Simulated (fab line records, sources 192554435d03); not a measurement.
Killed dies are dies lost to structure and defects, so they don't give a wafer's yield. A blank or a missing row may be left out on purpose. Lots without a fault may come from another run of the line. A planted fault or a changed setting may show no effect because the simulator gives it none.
Tool commonality check | flow n5_finfet | 11 lots, 33 wafers sampled

WHY IT WAS OPENED
At N5_PASSIVATION_CD_MEAS_44 the reading cd_nm is flagged on 2 of 11 lots. Wafers without a fault read 39998 nm, standard deviation 2.6.
Rule: a lot is flagged when every wafer of it that has a number lies more than 4 standard deviations from that mean, or none has a number. The other lots count as sound.

lot  | measured     | on        | cd_nm (nm), wafer by wafer | flag
L564 | day 13 00:10 | cd_sem-01 | 40001 39995 40000          |
L565 | day 13 05:31 | cd_sem-02 | 39993 39995 39994          |
L568 | day 13 08:28 | cd_sem-01 | 39999 40000 40000          |
L569 | day 13 09:15 | cd_sem-03 | 40001 40000 39997          |
L571 | day 14 04:38 | cd_sem-02 | 40005 40002 40003          |
L578 | day 15 08:50 | cd_sem-01 | 40016 40012 40015          | FLAGGED
L577 | day 15 16:46 | cd_sem-01 | 40019 40010 40017          | FLAGGED
L582 | day 16 16:14 | cd_sem-02 | 39996 39999 39996          |
L585 | day 17 01:35 | cd_sem-01 | 40000 40000 40000          |
L583 | day 17 12:31 | cd_sem-03 | 39995 40000 39998          |
L584 | day 17 13:56 | cd_sem-01 | 39999 39996 40002          |
The numbers of the flagged lots are 40015 nm on average: +17 nm against the usual, or +6 standard deviations.

WHICH TOOL RAN EACH LOT
The record holds 3 process steps before the reading, out of a route of 1938 steps. In each cell: the tool, then ch and the chambers that the sampled wafers went through, then the start.
lot  | flag    | N5_MIM_BOT_DEGAS_01          | N5_MIM_BOT_ETCH_ETCH_03           | N5_PASSIVATION_EXPOSE_41
L564 |         | pvd_sputter-01, day 12 15:05 | rie_metal-03 ch 0,1, day 12 17:37 | krf_scanner-02 ch 0, day 12 23:59
L565 |         | pvd_sputter-02, day 12 19:13 | rie_metal-01 ch 0,1, day 12 22:05 | krf_scanner-01 ch 0, day 13 05:20
L568 |         | pvd_sputter-03, day 12 22:26 | rie_metal-02 ch 0,1, day 13 01:54 | krf_scanner-01 ch 0, day 13 08:18
L569 |         | pvd_sputter-02, day 13 00:23 | rie_metal-01 ch 0,1, day 13 03:47 | krf_scanner-02 ch 0, day 13 09:05
L571 |         | pvd_sputter-02, day 13 20:06 | rie_metal-02 ch 0,1, day 13 23:55 | krf_scanner-02 ch 0, day 14 04:27
L578 | FLAGGED | pvd_sputter-03, day 15 00:01 | rie_metal-03 ch 0,1, day 15 03:20 | krf_scanner-02 ch 0, day 15 08:41
L577 | FLAGGED | pvd_sputter-03, day 15 06:01 | rie_metal-03 ch 0, day 15 09:37   | krf_scanner-02 ch 0, day 15 16:36
L582 |         | pvd_sputter-02, day 16 06:36 | rie_metal-02 ch 0,1, day 16 09:02 | krf_scanner-01 ch 0, day 16 16:04
L585 |         | pvd_sputter-03, day 16 16:47 | rie_metal-02 ch 0, day 16 19:22   | krf_scanner-01 ch 0, day 17 01:25
L583 |         | pvd_sputter-01, day 17 02:38 | rie_metal-03 ch 0,1, day 17 06:13 | krf_scanner-01 ch 0, day 17 12:20
L584 |         | pvd_sputter-02, day 17 04:53 | rie_metal-02 ch 0,1, day 17 07:09 | krf_scanner-01 ch 0, day 17 13:46
What these steps do:
- N5_MIM_BOT_DEGAS_01: time 60 s.
- N5_MIM_BOT_ETCH_ETCH_03: etches the open film in Cl2/BCl3, target depth 12 nm.
- N5_PASSIVATION_EXPOSE_41: exposes mask PASS OPEN, defocus 0 nm, target cd 40000 nm.
- N5_PASSIVATION_CD_MEAS_44: target cd 40000 nm.

FLAGGED OVER TOTAL, TOOL BY TOOL (the gauges that took the reading come last)
step                      | tool           | lots run | flagged | share of the flagged lots | sound lots run after its first flagged lot
N5_MIM_BOT_DEGAS_01       | pvd_sputter-01 | 2        | 0       | none                      | -
N5_MIM_BOT_DEGAS_01       | pvd_sputter-02 | 5        | 0       | none                      | -
N5_MIM_BOT_DEGAS_01       | pvd_sputter-03 | 4        | 2       | all                       | 1 (L585)
N5_MIM_BOT_ETCH_ETCH_03   | rie_metal-01   | 2        | 0       | none                      | -
N5_MIM_BOT_ETCH_ETCH_03   | rie_metal-02   | 5        | 0       | none                      | -
N5_MIM_BOT_ETCH_ETCH_03   | rie_metal-03   | 4        | 2       | all                       | 1 (L583)
N5_PASSIVATION_EXPOSE_41  | krf_scanner-01 | 6        | 0       | none                      | -
N5_PASSIVATION_EXPOSE_41  | krf_scanner-02 | 5        | 2       | all                       | 0
N5_PASSIVATION_CD_MEAS_44 | cd_sem-01      | 6        | 2       | all                       | 2 (L585,L584)
N5_PASSIVATION_CD_MEAS_44 | cd_sem-02      | 3        | 0       | none                      | -
N5_PASSIVATION_CD_MEAS_44 | cd_sem-03      | 2        | 0       | none                      | -

WHAT THE TABLE ALLOWS
4 rows of the table ran every flagged lot: pvd_sputter-03 at N5_MIM_BOT_DEGAS_01, rie_metal-03 at N5_MIM_BOT_ETCH_ETCH_03, krf_scanner-02 at N5_PASSIVATION_EXPOSE_41, cd_sem-01 at N5_PASSIVATION_CD_MEAS_44.
- pvd_sputter-03 at N5_MIM_BOT_DEGAS_01: 2 of its 4 lots flagged. Sound lots ran on it after the first flagged one (L585), which a lasting fault on the whole tool wouldn't allow.
- rie_metal-03 at N5_MIM_BOT_ETCH_ETCH_03: 2 of its 4 lots flagged. Sound lots ran on it after the first flagged one (L583), which a lasting fault on the whole tool wouldn't allow.
- krf_scanner-02 at N5_PASSIVATION_EXPOSE_41: 2 of its 5 lots flagged. Its last sound lot is L571 (day 14 04:27), its first flagged lot L578 (day 15 08:41): a fault that began between those two fits. Its own readings lie more than 4 standard deviations out on every wafer of the flagged lots: exposure_dose_mJ_cm2.
- cd_sem-01 at N5_PASSIVATION_CD_MEAS_44: 2 of its 6 lots flagged. Sound lots ran on it after the first flagged one (L585, L584), which a lasting fault on the whole tool wouldn't allow.
One tool is left: krf_scanner-02 at N5_PASSIVATION_EXPOSE_41.

WHAT THE SIMULATOR HAD PUT IN
Process parameter drift: krf_scanner-02, from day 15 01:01 on, at N5_PASSIVATION_EXPOSE_41. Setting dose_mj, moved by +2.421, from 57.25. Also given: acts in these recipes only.
Lots struck among those shown: L578, L577. The rule above found the same.
